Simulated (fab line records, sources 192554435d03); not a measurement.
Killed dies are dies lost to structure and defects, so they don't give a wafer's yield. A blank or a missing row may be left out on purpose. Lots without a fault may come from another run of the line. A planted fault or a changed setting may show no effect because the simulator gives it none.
fab line records | flow n5_finfet
record lots=7 wafers=39
route steps=1938 shown ZERO_LAYER@4 SD_EPI_P@302 SDB@373 MOL_CONTACT_COAG@608 BEOL_M1@753
start_h: hours from the record's first day to the start of the lot's first wafer shown | wait_h: hours since the lot's step before | " the same as in the row above | L1.1+2: a row that stands for several wafers | - no value, or no start given | * or withheld: withheld | < > ~ a bound
route shown NAME@n: a module of which the file shows steps, and the number in the route of the first | usual: mean/standard deviation of fault-free wafers | same: alike in all rows | chamber/n: place in a boat | sites: the reading at each site | _std_site: their standard deviation | _edge_site: outer sites' mean less inner sites' | radius_mm: how far each site lies from the wafer's centre | mask NAME#n: copy n | behind: the tool/chamber that last shaped the wafer | hold: why the lot was held/for how many hours/how that ended | device: the transistor (n, p or np) that didn't switch | end of line: the same wafers' tests at the end of the route | a step without rows: its recipe alone | killed: dies lost to structure and defects at the first sort, not the wafer's yield | map: a wafer's dies, x killed, . not, _ none there
set.NAME: the setting as run; set.NAME@STEP: as run at that earlier step | model.NAME: the simulator's own value behind a step, which no gauge read
lots whose settings were changed on purpose; a table a step, a row a wafer
## steps
# step N5_ZERO_LAYER_PECVD_02
# recipe material=SiO2 target_thk_a=100 temp_c=400 precursor=SiH4/N2O pressure_torr=0.75 rf_w=275 time_s=6
# columns lot.wafer tool chamber start_h wait_h set.time_s model.SiO2_of_ZERO_LAYER_PECVD_02.thk_nm
L076.1 pecvd-01 1 24.28 0.0 8.513 14.21
L076.2 " 2 " " 6 9.95
L076.3 " 0 " " 6 9.999
L076.4 " 0 " " 6 10.29
L076.5 " 2 " " 8.513 14.17
L076.6 " 1 " " 8.513 14.29
L083.1 pecvd-02 1 66.28 0.0 9.203 15.44
L083.2 " 0 " " 9.203 15.06
L083.3 " 2 " " 9.203 15.04
L083.4 " 2 " " 6 9.81
L083.5 " 0 " " 6 9.985
L083.6 " 1 " " 6 10.23
L084.1 pecvd-02 2 72.28 0.0 6 9.632
L084.2 " 0 " " 6 9.729
L084.3 " 1 " " 6 10.01
L084.4 " 0 " " 6 9.719
L084.5 " 1 " " 6 10.17
L084.6 " 2 " " 6 9.937
L085.2 pecvd-04 1 78.28 0.0 6 10.07
L085.4 " 1 " " 6 10.12
L085.5 " 2 " " 6 10.28
L088.1 pecvd-01 2 96.28 0.0 6 9.959
L088.2 " 1 " " 6 9.892
L088.3 " 0 " " 8.94 15.1
L088.4 " 2 " " 6 10.19
L088.5 " 0 " " 8.94 15.29
L088.6 " 1 " " 8.94 15.09
L091.1 pecvd-04 2 114.29 0.0 6 9.836
L091.2 " 0 " " 6 9.983
L091.3 " 0 " " 6 10.05
L091.4 " 2 " " 7.118 12.13
L091.5 " 2 " " 7.118 12.01
L091.6 " 0 " " 7.118 11.87
L097.1 pecvd-02 1 150.29 0.0 6 10.24
L097.2 " 0 " " 6 9.843
L097.3 " 2 " " 4.246 7.047
L097.4 " 2 " " 6 10.02
L097.5 " 1 " " 4.246 7.277
L097.6 " 0 " " 4.246 7.161
# step N5_SD_EPI_P_DEVELOP_08
# recipe develop_time_s=30 developer=TMAH resist=CAR-ArF-block dev_temp_c=23 rinse_liquid=diw dry=air_spin
# columns lot.wafer tool chamber start_h wait_h set.develop_time_s
L076.1+3+6 litho_track-03 0 - - 14.48
L076.2+4+5 " 0 " " 30
L083.1+2+4 litho_track-03 0 - - 30
L083.3+5+6 " 0 " " 43.68
L084.1+2+3+4+5+6 litho_track-03 0 - - 30
L085.2+4+5 litho_track-02 0 - - 30
L088.1+3+5 litho_track-01 0 - - 30
L088.2+4+6 " 0 " " 44.62
L091.1+5+6 litho_track-03 0 - - 12.14
L091.2+3+4 " 0 " " 30
L097.1+2+6 litho_track-03 0 - - 30
L097.3+4+5 " 0 " " 37.73
# step N5_SD_EPI_P_CD_MEAS_09
# recipe target_cd_nm=240 landing_energy_ev=500 detector=se_inlens
# usual cd_nm=240.0/0.98
# columns lot.wafer tool chamber start_h wait_h set.develop_time_s@SD_EPI_P_DEVELOP_08 cd_nm
L076.1 cd_sem-02 0 66.66 - 14.48 236.5
L076.2 " 0 " " 30 240.9
L076.3 " 0 " " 14.48 237.3
L076.4 " 0 " " 30 240.7
L076.5 " 0 " " 30 241.4
L076.6 " 0 " " 14.48 236.0
L083.1 cd_sem-02 0 107.23 - 30 239.4
L083.2 " 0 " " 30 239.2
L083.3 " 0 " " 43.68 241.7
L083.4 " 0 " " 30 238.5
L083.5 " 0 " " 43.68 242.3
L083.6 " 0 " " 43.68 240.9
L084.1 cd_sem-01 0 113.42 - 30 238.9
L084.2 " 0 " " 30 239.9
L084.3 " 0 " " 30 239.2
L084.4 " 0 " " 30 240.4
L084.5 " 0 " " 30 239.4
L084.6 " 0 " " 30 239.6
L085.2 cd_sem-03 0 120.39 - 30 239.7
L085.4 " 0 " " 30 238.2
L085.5 " 0 " " 30 240.1
L088.1 cd_sem-02 0 138.01 - 30 240.1
L088.2 " 0 " " 44.62 243.3
L088.3 " 0 " " 30 241.8
L088.4 " 0 " " 44.62 243.2
L088.5 " 0 " " 30 241.1
L088.6 " 0 " " 44.62 241.9
L091.1 cd_sem-01 0 154.79 - 12.14 234.3
L091.2 " 0 " " 30 239.7
L091.3 " 0 " " 30 239.3
L091.4 " 0 " " 30 241.0
L091.5 " 0 " " 12.14 234.2
L091.6 " 0 " " 12.14 235.4
L097.1 cd_sem-01 0 195.38 - 30 240.4
L097.2 " 0 " " 30 240.8
L097.3 " 0 " " 37.73 241.6
L097.4 " 0 " " 37.73 242.1
L097.5 " 0 " " 37.73 241.6
L097.6 " 0 " " 30 241.6
# step N5_SD_EPI_P_DESCUM_14
# recipe chemistry=O2 time_s=7.9 source_power_w=50 bias_power_w=20 pressure_mtorr=20 rf_frequency_hz=2.712e+07 temp_c=40 resist=CAR-ArF-block o2_flow_sccm=225
# columns lot.wafer tool chamber start_h wait_h set.develop_time_s@SD_EPI_P_DEVELOP_08 model.SD_EPI_P.cd_nm
L076.1 rie_diel-01 0 66.75 0.0 14.48 236.8
L076.2+4 " 2,3 " " 30 240.4
L076.3 " 1 " " 14.48 237.6
L076.5 " 2 " " 30 241
L076.6 " 3 " " 14.48 235.6
L083.1 rie_diel-02 2 107.32 0.0 30 239.6
L083.2+4 " 1,0 " " 30 238.8
L083.3 " 3 " " 43.68 241.8
L083.5 " 3 " " 43.68 242
L083.6 " 0 " " 43.68 241
L084.1+5 rie_diel-02 0,1 113.51 0.0 30 239.2
L084.2 " 3 " " 30 239.8
L084.3 " 2 " " 30 238.6
L084.4 " 1 " " 30 240.2
L084.6 " 2 " " 30 239.6
L085.2 rie_diel-06 0 120.48 0.0 30 239.8
L085.4 " 2 " " 30 238.4
L085.5 " 2 " " 30 240.2
L088.1 rie_diel-06 0 138.14 0.1 30 240.4
L088.2+4 " 1,3 " " 44.62 243.2
L088.3 " 2 " " 30 241.8
L088.5 " 2 " " 30 241.6
L088.6 " 3 " " 44.62 241.8
L091.1 rie_diel-06 3 156.63 1.8 12.14 234.4
L091.2 " 0 " " 30 239.6
L091.3 " 1 " " 30 239.2
L091.4 " 1 " " 30 240.8
L091.5 " 0 " " 12.14 234.2
L091.6 " 3 " " 12.14 235.4
L097.1 rie_diel-02 2 195.63 0.2 30 240.4
L097.2 " 1 " " 30 241.2
L097.3 " 3 " " 37.73 241.6
L097.4 " 2 " " 37.73 242
L097.5 " 3 " " 37.73 241.4
L097.6 " 1 " " 30 241.4
# step N5_SD_EPI_P_ETCH_36
# recipe chemistry=CF4 target=SiARC target_depth_a=455 mask_material=CAR-ArF-block time_s=75.8 ion_energy_ev=80 pressure_mtorr=40 source_w=545 bias_w=36 Ar_flow_sccm=100 cf4_flow_sccm=100 ends=cleared
# columns lot.wafer tool chamber start_h wait_h set.develop_time_s@SD_EPI_P_DEVELOP_08 model.SD_EPI_P.cd_nm
L076.1 rie_diel-01 0 66.78 0.0 14.48 236.8
L076.2 " 2 " " 30 240.4
L076.3 " 1 " " 14.48 237.4
L076.4 " 3 " " 30 240.8
L076.5 " 2 " " 30 241
L076.6 " 3 " " 14.48 235.8
L083.1 rie_diel-02 2 107.36 0.0 30 239.4
L083.2+4 " 1,0 " " 30 238.6
L083.3 " 3 " " 43.68 242
L083.5 " 3 " " 43.68 242.2
L083.6 " 0 " " 43.68 240.8
L084.1+5 rie_diel-02 0,1 113.54 0.0 30 239.2
L084.2 " 3 " " 30 240
L084.3 " 2 " " 30 238.6
L084.4 " 1 " " 30 240.2
L084.6 " 2 " " 30 239.8
L085.2 rie_diel-06 0 120.52 0.0 30 239.8
L085.4 " 2 " " 30 238
L085.5 " 2 " " 30 240
L088.1 rie_diel-06 0 138.18 0.0 30 240.4
L088.2 " 1 " " 44.62 243.2
L088.3 " 2 " " 30 241.8
L088.4 " 3 " " 44.62 243
L088.5 " 2 " " 30 241.4
L088.6 " 3 " " 44.62 242
L091.1 rie_diel-06 3 156.67 0.0 12.14 234.4
L091.2 " 0 " " 30 239.6
L091.3 " 1 " " 30 239
L091.4 " 1 " " 30 240.8
L091.5 " 0 " " 12.14 234.2
L091.6 " 3 " " 12.14 235.4
L097.1 rie_diel-02 2 195.67 0.0 30 240.4
L097.2 " 1 " " 30 240.8
L097.3 " 3 " " 37.73 241.8
L097.4 " 2 " " 37.73 242.2
L097.5 " 3 " " 37.73 241.6
L097.6 " 1 " " 30 241
# step N5_SDB_ALD_29
# recipe material=SiNx target_thk_a=300 temp_c=400 ald_precursor_family=SiH2I2 ald_co_reactant=N2/H2-plasma pulse_time_s=1 ald_cycles=600 purge_time_s=2 co_reactant_purge_time_s=2 pressure_torr=2
# columns lot.wafer tool chamber start_h wait_h set.ald_cycles model.SiNx_of_SDB_ALD_29.thk_nm
L076.1+6 ald_sin-01 3,1 79.21 0.0 600 30
L076.2+3 " 1,0 " " 600 30.2
L076.4+5 " 2 " " 600 29.8
L083.1+2+5 ald_sin-04 3,1,1 119.96 0.0 600 30
L083.3+4 " 0,3 " " 496 25
L083.6 " 0 121.31 1.4 496 24.8
L084.1 ald_sin-01 0 126.02 0.0 600 30
L084.2 " 2 " " 732 36.4
L084.3 " 3 " " 732 36.8
L084.4 " 1 " " 732 36.6
L084.5+6 " 2,1 127.37 1.4 600 29.8
L085.2 ald_sin-03 0 133.25 0.0 600 30.2
L085.4+5 " 1,2 " " 600 30
L088.1 ald_sin-01 1 150.40 0.0 916 45.4
L088.2 " 3 " " 600 30
L088.3+6 " 0,3 " " 600 30.2
L088.4+5 " 2 " " 916 45.6
L091.1+2+5 ald_sin-04 0,1,1 169.76 0.2 600 30
L091.3+4+6 " 3,0,3 " " 734 36.8
L097.1+5 ald_sin-04 3 208.46 0.0 600 30.2
L097.2 " 1 " " 600 29.8
L097.3 " 0 " " 424 21.4
L097.4 " 0 209.81 1.4 424 21.2
L097.6 " 1 " " 424 21
# step N5_MOL_CONTACT_COAG_ALD_133
# recipe material=SiO2 target_thk_a=50 temp_c=100 ald_precursor_family=BDEAS ald_co_reactant=O2-plasma pulse_time_s=1 co_reactant_pulse_time_s=1 purge_time_s=2 co_reactant_purge_time_s=2 ald_cycles=35 pressure_torr=2
# columns lot.wafer tool chamber start_h wait_h set.ald_cycles model.SiO2_of_MOL_CONTACT_COAG_ALD_133.thk_nm
L076.1+4+6 ald_sin-04 3,0,3 113.94 0.1 35 5
L076.2+3+5 " 1,0,1 " " 53 7.6
L083.1+2+3+4+5+6 ald_sin-04 3,0,1,0,3,1 152.11 0.1 35 5
L084.1+2+3+4+5+6 ald_sin-02 1,2,0,0,2,1 158.29 0.1 35 5
L085.2+4+5 ald_sin-04 1,0,3 164.72 0.1 35 5
L088.1+2+3 ald_sin-01 2,0,3 183.89 0.1 35 5
L088.4+5+6 " 1,1,2 " " 41 5.8
L091.1+5 ald_sin-04 0,3 204.35 0.1 41 5.8
L091.2+4+6 " 3,0,1 " " 35 5
L091.3 " 1 " " 41 6
L097.1+2+3 ald_sin-04 1,3,3 244.32 0.1 26 3.6
L097.4+5+6 " 1,1,3 " " 35 5
# step N5_BEOL_M1_PECVD_72
# recipe material=SiO2 target_thk_a=160 temp_c=400 precursor=TEOS/O2 pressure_torr=5.5 rf_w=450 teos_flow_sccm=53.8 gas=O2 flow_sccm=3000 time_s=18
# columns lot.wafer tool chamber start_h wait_h set.time_s model.SiO2_of_BEOL_M1_PECVD_72.thk_nm
L076.1 pecvd-03 1 130.35 0.0 18 15.8
L076.2+3+4+5+6 " 0,2,0,1,2 " " 18 16
L083.1 pecvd-01 0 172.95 0.0 11.34 10
L083.2 " 1 " " 18 15.8
L083.3 " 0 " " 18 15.6
L083.4 " 1 " " 11.34 10.4
L083.5 " 0 " " 18 16.2
L083.6 " 1 " " 11.34 10.2
L084.1+4+6 pecvd-02 0,1,2 176.78 0.0 18 16.2
L084.2 " 2 " " 18 15.6
L084.3 " 1 " " 18 16
L084.5 " 0 " " 18 16.4
L085.2 pecvd-01 2 189.08 0.0 18 15.6
L085.4 " 1 " " 18 16
L085.5 " 2 " " 18 15.8
L088.1+4 pecvd-02 1,2 201.88 0.0 18 16
L088.2 " 0 " " 11.64 10.4
L088.3 " 2 " " 11.64 10.2
L088.5 " 1 " " 11.64 10.6
L088.6 " 0 " " 18 16.2
L091.1+2+4 pecvd-03 1,0,0 223.16 0.0 18 16
L091.3+5+6 " 1,0,1 " " 18 16.2
L097.1+3 pecvd-02 1,0 263.99 0.0 18 16
L097.2 " 2 " " 18 15.8
L097.4+5+6 " 1,2,0 " " 18 16.2
## key
split step=N5_ZERO_LAYER_PECVD_02 setting=time_s stated=6 by=wafer
response step=N5_ZERO_LAYER_PECVD_02 reading=model.SiO2_of_ZERO_LAYER_PECVD_02.thk_nm change=+0.1 per=1% r=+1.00
split step=N5_SD_EPI_P_DEVELOP_08 setting=develop_time_s stated=30 by=wafer
response step=N5_SD_EPI_P_CD_MEAS_09 reading=cd_nm change=+0.0681 per=1% r=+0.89
response step=N5_SD_EPI_P_DESCUM_14 reading=model.SD_EPI_P.cd_nm change=+0.0633 per=1% r=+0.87
response step=N5_SD_EPI_P_ETCH_36 reading=model.SD_EPI_P.cd_nm change=+0.0659 per=1% r=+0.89
split step=N5_SDB_ALD_29 setting=ald_cycles stated=600 by=wafer
response step=N5_SDB_ALD_29 reading=model.SiNx_of_SDB_ALD_29.thk_nm change=+0.297 per=1% r=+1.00
split step=N5_MOL_CONTACT_COAG_ALD_133 setting=ald_cycles stated=35 by=wafer
response step=N5_MOL_CONTACT_COAG_ALD_133 reading=model.SiO2_of_MOL_CONTACT_COAG_ALD_133.thk_nm change=+0.0509 per=1% r=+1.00
split step=N5_BEOL_M1_PECVD_72 setting=time_s stated=18 by=wafer
response step=N5_BEOL_M1_PECVD_72 reading=model.SiO2_of_BEOL_M1_PECVD_72.thk_nm change=+0.157 per=1% r=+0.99
